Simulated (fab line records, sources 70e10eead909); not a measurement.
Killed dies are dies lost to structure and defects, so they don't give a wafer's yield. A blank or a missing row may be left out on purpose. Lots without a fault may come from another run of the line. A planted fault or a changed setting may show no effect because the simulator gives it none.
fab line records | flow nand_harc
record lots=7 wafers=20 last_day=24
route steps=1159 shown A_SLIT@797 A_SIN_REMOVE@804 A_WL_FILL@809
lots that met no fault: from a run of the same line without faults
start_h: hours from the record's first day to the start of the lot's first wafer shown | wait_h: hours since the lot's step before | " the same as in the row above | L1.1+2: a row that stands for several wafers | - no value, or no start given | * or withheld: withheld | < > ~ a bound
route shown NAME@n: a module of which the file shows steps, and the number in the route of the first | usual: mean/standard deviation of fault-free wafers | same: alike in all rows | chamber/n: place in a boat | sites: the reading at each site | _std_site: their standard deviation | _edge_site: outer sites' mean less inner sites' | radius_mm: how far each site lies from the wafer's centre | mask NAME#n: copy n | behind: the tool/chamber that last shaped the wafer | hold: why the lot was held/for how many hours/how that ended | device: the transistor (n, p or np) that didn't switch | end of line: the same wafers' tests at the end of the route | a step without rows: its recipe alone | killed: dies lost to structure and defects at the first sort, not the wafer's yield | map: a wafer's dies, x killed, . not, _ none there
set.NAME: the setting as run; set.NAME@STEP: as run at that earlier step | model.NAME: the simulator's own value behind a step, which no gauge read
lots at some steps of the route; a table a step, a row a wafer
services: from which hour (start_h, from the record's first day; less than 0 if before it) a tool's chamber was out of use, for how many hours, and why
## steps
# step NHARC_A_SLIT_ETCH_26
# recipe bias_v=400 source_w=2000 pressure_mtorr=25 time_s=90 ar_flow_sccm=375 c4f8_flow_sccm=41.7 o2_flow_sccm=83.3 target_depth_a=4000 chemistry=C4F8/O2/Ar
# usual drypump_motor_current_A=5.6/0.55 rf_fwd_power_W=1985/6.8 showerhead_plenum_p_Torr=3.71/0.064 throttle_valve_pct=27.620/0.0096
# columns lot.wafer tool chamber start_h wait_h drypump_motor_current_A rf_fwd_power_W rf_hours_counter_h showerhead_plenum_p_Torr throttle_valve_pct
L532.2 har_etch-02 1 338.40 1.3 6.4 1992 177 3.65 27.639
L532.1 " 0 " " 5.0 1983 177 3.74 27.622
L532.4 " 1 " " 6.4 1990 - 3.65 27.599
L534.1 har_etch-01 1 339.63 1.0 5.7 1992 11 3.82 27.635
L534.3 " 0 " " 5.1 1981 - 3.69 27.622
L533.1 har_etch-02 0 341.77 1.0 5.0 1994 180 3.74 27.621
L533.3 " 1 " " 6.4 1994 - 3.65 27.612
L533.6 " 1 " " 6.4 1990 - 3.65 27.629
L546.2 har_etch-02 1 412.42 1.3 6.4 1992 209 3.63 27.638
L546.1 " 0 " " 5.0 1990 209 3.72 27.620
L546.5 " 1 " " 6.4 1994 - 3.63 27.621
L551.4 har_etch-01 1 431.59 0.6 5.7 1987 - 3.80 27.625
L551.6 " 0 " " 5.1 1997 - 3.67 27.625
L551.5 " 1 " " 5.7 1989 - 3.80 27.612
L553.2 har_etch-01 0 451.67 1.1 5.2 1986 63 3.66 27.621
L553.4 " 0 " " 5.2 1981 - 3.66 27.621
L553.6 " 1 " " 5.6 1998 - 3.79 27.612
L554.2 har_etch-01 0 466.00 1.0 5.2 1973 69 3.66 27.628
L554.3 " 1 " " 5.7 1990 - 3.79 27.622
L554.4 " 0 " " 5.2 1971 - 3.66 27.624
# step NHARC_A_SLIT_STRIP_28
# recipe o2_flow_sccm=400 cos_flow_sccm=20 ar_flow_sccm=0 bias_w=0 chemistry=O2/COS
# step NHARC_A_SLIT_ETCH_29
# recipe target_depth_a=1000 overetch_a=100 time_s=55 ion_energy_ev=100 cf4_flow_sccm=80 o2_flow_sccm=20 ar_flow_sccm=0 rf_w=300 bias_w=100 chemistry=CF4/O2
# usual drypump_motor_current_A=5.7/0.43 oes_product_au=0.996/0.0097 rf_fwd_power_W=296.6/1.2 rf_vpp_V=197.9/1.6 showerhead_plenum_p_Torr=1.35/0.063 throttle_valve_pct=13.398/0.0092
# columns lot.wafer tool chamber start_h wait_h drypump_motor_current_A oes_product_au rf_fwd_power_W rf_hours_counter_h rf_vpp_V showerhead_plenum_p_Torr throttle_valve_pct
L532.2 rie_diel-06 0 339.01 0.1 5.4 0.989 298.0 6 197.0 1.25 13.398
L532.4 " 1 " " 5.6 0.990 295.1 6 196.8 1.26 13.420
L532.1 " 2 " " 5.8 0.995 297.5 7 199.4 1.41 13.392
L534.3 rie_diel-13 3 340.22 0.1 5.8 0.976 295.8 1 198.1 1.36 13.408
L534.1 " 1 " " 5.9 0.995 296.1 1 199.6 1.33 13.393
L533.3 rie_diel-13 0 342.35 0.1 4.7 0.995 297.0 2 196.7 1.32 13.401
L533.1 " 2 " " 6.2 0.990 299.9 1 200.6 1.43 13.404
L533.6 " 0 " " 4.7 0.984 296.4 - 197.4 1.32 13.400
L546.2 rie_diel-13 2 413.04 0.1 6.3 1.003 298.6 6 199.3 1.43 13.388
L546.1 " 0 " " 4.7 1.011 296.8 6 197.1 1.32 13.400
L546.5 " 2 " " 6.3 0.989 299.2 - 198.9 1.43 13.392
L551.4 rie_diel-06 0 432.12 0.1 5.4 0.992 297.2 0 195.3 1.25 13.386
L551.6 " 2 " " 5.8 1.015 296.5 - 199.2 1.41 13.385
L551.5 " 3 " " 5.7 0.996 297.2 - 199.6 1.37 13.405
L553.4 rie_diel-06 3 452.26 0.1 5.7 0.996 296.8 1 197.0 1.37 13.401
L553.2 " 1 " " 5.6 1.000 295.6 2 196.7 1.26 13.383
L553.6 " 0 " " 5.4 0.980 295.7 - 196.7 1.25 13.414
L554.3 rie_diel-01 1 466.59 0.1 6.0 1.006 295.3 13 198.0 1.36 13.388
L554.2 " 2 " " 6.0 0.985 296.7 12 199.1 1.41 13.406
L554.4 " 3 " " 5.8 0.990 296.3 13 195.0 1.24 13.417
# step NHARC_A_SLIT_STRIP_18
# recipe o2_flow_sccm=500 ar_flow_sccm=0 bias_w=0 chemistry=O2
# usual drypump_motor_current_A=5.7/0.41 oes_product_au=0.993/0.01 rf_vpp_V=57.9/0.84 showerhead_plenum_p_Torr=3.56/0.16 throttle_valve_pct=17.036/0.0097
# columns lot.wafer tool chamber start_h wait_h drypump_motor_current_A oes_product_au rf_hours_counter_h rf_vpp_V showerhead_plenum_p_Torr throttle_valve_pct
L532.2 rie_diel-06 1 - - 5.6 1.003 6 57.6 3.35 17.032
L532.4 " 3 " " 5.8 1.012 7 57.4 3.62 17.030
L532.1 " 0 " " 5.4 0.989 6 57.1 3.32 17.029
L534.1 rie_diel-13 3 - - 5.8 0.972 2 57.2 3.60 17.033
L534.3 " 2 " " 6.3 0.989 1 59.2 3.77 17.033
L533.3 rie_diel-13 0 - - 4.7 1.004 2 59.4 3.49 17.027
L533.1 " 1 " " 5.9 0.999 2 57.7 3.52 17.037
L533.6 " 2 " " 6.3 0.999 - 58.1 3.77 17.050
L546.1 rie_diel-13 3 - - 5.8 0.984 5 58.1 3.59 17.037
L546.2 " 0 " " 4.7 1.006 6 58.2 3.49 17.039
L546.5 " 2 " " 6.3 1.001 - 56.8 3.77 17.020
L551.4 rie_diel-06 0 - - 5.4 0.986 0 57.3 3.32 17.047
L551.6 " 1 " " 5.6 1.011 - 57.0 3.35 17.031
L551.5 " 2 " " 5.8 1.008 - 59.3 3.72 17.042
L553.4 rie_diel-06 2 - - 5.8 0.995 2 57.1 3.72 17.037
L553.2 " 1 " " 5.6 1.006 2 56.8 3.35 17.035
L553.6 " 2 " " 5.8 1.001 - 57.9 3.72 17.034
L554.2 rie_diel-01 3 - - 5.8 0.977 13 57.9 3.28 17.032
L554.3 " 0 " " 6.1 0.997 14 58.6 3.75 17.017
L554.4 " 2 " " 6.1 0.976 12 57.1 3.71 17.022
# step NHARC_A_SLIT_PRECLEAN_19
# recipe time_s=* temp_c=50 bath_age_min=0 chemistry=SC1
# step NHARC_A_SLIT_SRD_20
# step NHARC_A_SLIT_CD_MEAS_21
# usual cd_nm=289.5/0.95
# columns lot.wafer tool chamber start_h wait_h cd_nm
L532.1 cd_sem-01 - 339.60 0.1 288.9
L532.2 " - " " 288.2
L532.4 " - " " 287.6
L534.1 cd_sem-01 - 340.76 - 289.5
L534.3 " - " " 291.5
L533.1 cd_sem-01 - 342.90 - 289.4
L533.3 " - " " 288.0
L533.6 " - " " 287.9
L546.1 cd_sem-02 - 413.57 - 288.4
L546.2 " - " " 289.5
L546.5 " - " " 289.0
L551.4 cd_sem-02 - 432.64 - 289.3
L551.5 " - " " 289.9
L551.6 " - " " 291.2
L553.2 cd_sem-03 - 452.79 - 291.1
L553.4 " - " " 289.4
L553.6 " - " " 288.7
L554.2 cd_sem-03 - 467.12 - 289.2
L554.3 " - " " 289.1
L554.4 " - " " 289.3
# step NHARC_A_SIN_REMOVE_WET_00
# recipe temp_c=160 time_s=15300 chemistry=H3PO4
# step NHARC_A_SIN_REMOVE_PRECLEAN_01
# recipe time_s=* temp_c=50 bath_age_min=0 chemistry=SC1
# step NHARC_A_SIN_REMOVE_SRD_02
# step NHARC_A_SIN_REMOVE_INSPECT_04
# usual raw_defect_count=292/78
# columns lot.wafer tool chamber start_h wait_h raw_defect_count
L532.1 defect_inspect-01 - 347.31 0.0 161
L532.2 " - " " 197
L532.4 " - " " 151
L534.1 defect_inspect-01 - 347.32 0.0 289
L534.3 " - " " 260
L533.1 defect_inspect-01 - 350.08 0.0 187
L533.3 " - " " 239
L533.6 " - " " 232
L546.1 defect_inspect-02 - 421.01 0.0 340
L546.2 " - " " 447
L546.5 " - " " 209
L551.4 defect_inspect-02 - 440.26 0.0 201
L551.5 " - " " 166
L551.6 " - " " 217
L553.2 defect_inspect-02 - 460.52 0.0 297
L553.4 " - " " 348
L553.6 " - " " 344
L554.2 defect_inspect-02 - 474.79 0.0 440
L554.3 " - " " 394
L554.4 " - " " 297
# step NHARC_A_WL_FILL_ALD_00
# recipe target_thk_a=30 pulse_time_s=3 ald_cycles=30 temp_c=300 material=Al2O3
# usual ald_cycles=30/0 heater_power_w=466/38 precursor_pulse_height_rel=1.001/0.019 susceptor_temp_C=300.03/0.2
# columns lot.wafer tool chamber start_h wait_h ald_cycles heater_power_w precursor_pulse_height_rel since_wet_clean_h susceptor_temp_C
L532.2 ald_hk-03 0 348.01 0.7 30 437 1.027 10 300.16
L532.4 " 1 " " 42 483 0.977 10 300.06
L532.1 " 2 " " 30 552 1.051 10 299.86
L534.1 ald_hk-03 0 348.28 1.0 30 435 1.011 10 299.69
L534.3 " 2 " " 42 528 0.998 10 300.01
L533.1 ald_hk-03 1 350.17 0.1 30 496 1.024 12 299.95
L533.3 " 3 " " 42 409 1.008 12 299.79
L533.6 " 0 " " 30 441 0.992 - 299.98
L546.2 ald_hk-02 3 421.07 0.1 30 464 0.984 131 300.05
L546.1 " 1 " " 30 455 1.022 131 300.36
L546.5 " 3 " " 30 468 0.957 - 299.97
L551.4 ald_hk-03 0 440.41 0.1 30 450 0.998 102 300.04
L551.5 " 1 " " 30 491 1.005 - 299.88
L551.6 " 2 " " 30 540 0.990 - 300.12
L553.2 ald_hk-03 2 460.61 0.1 30 555 1.002 122 300.12
L553.4 " 0 " " 30 438 0.995 122 299.85
L553.6 " 1 " " 30 502 0.956 - 300.11
L554.3 ald_hk-04 2 474.88 0.1 30 507 0.988 98 -
L554.2 " 3 " " 30 413 1.018 98 -
L554.4 " 0 " " 30 439 0.985 98 -
# step NHARC_A_WL_FILL_RTA_01
# recipe temp_c=1000 time_s=5
# usual lamp_power_pct=29.5/0.52 wafer_temp_C_max=1005.9/1.4
# columns lot.wafer tool chamber start_h wait_h lamp_power_pct wafer_temp_C_max
L532.1 rtp_anneal-01 0 348.39 0.2 29.1 1006.4
L532.2 " 0 " " 29.0 1007.5
L532.4 " 0 " " 29.1 1006.3
L534.1 rtp_anneal-01 0 348.72 0.4 29.0 1007.1
L534.3 " 0 " " 29.0 1008.5
L533.1 rtp_anneal-02 0 350.41 - 30.1 1005.0
L533.3 " 0 " " 30.1 1005.0
L533.6 " 0 " " 30.1 1004.4
L546.1 rtp_anneal-01 0 421.51 - 29.0 1006.3
L546.2 " 0 " " 29.0 1005.2
L546.5 " 0 " " 29.0 1007.4
L551.4 rtp_anneal-01 0 440.67 - 29.0 1006.4
L551.5 " 0 " " 29.0 1009.5
L551.6 " 0 " " 29.1 1007.5
L553.2 rtp_anneal-02 0 460.88 - 30.1 1005.0
L553.4 " 0 " " 30.0 1004.2
L553.6 " 0 " " 30.1 1004.4
L554.2 rtp_anneal-01 0 475.30 - 29.0 1004.7
L554.3 " 0 " " 29.0 1007.5
L554.4 " 0 " " 29.0 1006.5
## services
# columns tool chamber start_h hours kind
rie_diel-01 - 314.92 9.0 pm
rie_diel-06 0 323.70 - clean
rie_diel-06 1 323.70 - clean
rie_diel-06 2 323.70 - clean
rie_diel-06 3 323.70 - clean
ald_hk-03 - 328.43 10.0 pm
rie_diel-13 3 344.20 15.7 repair
rie_diel-06 0 348.22 - clean
rie_diel-06 1 348.22 - clean
rie_diel-06 2 348.22 - clean
rie_diel-06 3 348.22 - clean
rie_diel-06 2 367.39 9.9 repair
rie_diel-06 0 372.73 - clean
rie_diel-06 1 372.73 - clean
rie_diel-13 0 373.37 1.5 repair
rie_diel-13 - 385.92 1.1 repair
rie_diel-06 - 418.20 9.0 pm
rie_diel-13 1 424.35 4.3 repair
rie_diel-06 3 435.49 3.0 repair
rie_diel-13 2 446.51 4.8 repair
rie_diel-13 - 453.00 9.0 pm
ald_hk-02 - 458.00 10.0 pm
rie_diel-06 1 459.81 8.5 repair
rie_diel-13 3 467.45 2.9 repair
## key
first_sign step=NHARC_A_WL_FILL_ALD_00 reading=ald_cycles direction=up sigmas=99+ usual=30 struck=42
effect none on later readings
met_at NHARC_A_WL_FILL_ALD_00
struck_wafers L532.4,L533.3,L534.3
sort_left_out L534.3
tester_left_out L532,L533,L534
fault kind=process_parameter_drift tool=ald_hk-03 chamber=- onset_h=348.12 steps=NHARC_A_WL_FILL_ALD_00 channel=ald_cycles offset=12 shape=step end_h=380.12 scope=struck_wafers_only acts_in=these_recipes_only stated=30
# tester_left_out: of these lots the tester's yield and bins aren't shown, on N5 and GAA mostly nor the transistor test; their killed dies are dies lost to structure and defects alone, not to doping, threshold or leakage, so they don't give the yield
# sort_left_out: the simulated sort isn't trusted on such a fault, so these wafers' sort isn't shown, and their yield isn't known
